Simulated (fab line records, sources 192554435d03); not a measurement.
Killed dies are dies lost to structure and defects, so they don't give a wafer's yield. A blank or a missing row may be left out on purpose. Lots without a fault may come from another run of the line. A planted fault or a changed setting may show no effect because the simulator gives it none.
Chamber matching | flow n5_finfet | N5_BEOL_M2_ALD_84 on ald_metal-02: 4 sister chambers
The step deposits TaN, pulse time 2 s, purge time 3 s, co reactant purge time 2 s. 4 wafers are shown with their chamber, then 12 later ones without.

WAFERS WITH THEIR CHAMBER
wafer  | chamber | heater_power_w (W)
L084.1 | 2       | 431
L092.3 | 1       | 399
L092.4 | 3       | 407
L092.6 | 0       | 439

WAFERS WITHOUT THEIR CHAMBER
wafer  | heater_power_w (W)
L091.3 | 401
L091.5 | 448
L091.6 | 403
L094.1 | 442
L094.2 | 410
L094.5 | 397
L096.2 | 438
L096.3 | 401
L096.4 | 395
L097.2 | 440
L097.4 | 432
L097.5 | 438

WHICH CHAMBER EACH WENT THROUGH
wafer  | from the rows above     | in truth
L091.3 | can't be placed: 1 or 3 | 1
L091.5 | 0                       | 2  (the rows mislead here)
L091.6 | can't be placed: 1 or 3 | 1
L094.1 | 0                       | 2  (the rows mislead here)
L094.2 | 3                       | 3
L094.5 | 1                       | 1
L096.2 | can't be placed: 0 or 2 | 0
L096.3 | can't be placed: 1 or 3 | 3
L096.4 | 1                       | 1
L097.2 | 0                       | 0
L097.4 | can't be placed: 2 or 0 | 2
L097.5 | can't be placed: 0 or 2 | 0
Placed correctly: 4 of 12. Can't be placed from these rows: 6 (the true chamber is among the candidates in 6). Placed wrongly: 2.
How it was worked out, from the rows above alone: a wafer's distance from a chamber is the root of the sum, over the readings, of the square of ((its reading less the chamber's mean) divided by the reading's scatter). The wafer belongs to the nearest chamber; if the next one is less than 2 further off, it can't be placed. A chamber's mean is the mean of its shown wafers. The scatter: with one shown wafer a chamber, the root of the mean of the squares of how far each hidden wafer lies from its nearest shown one.
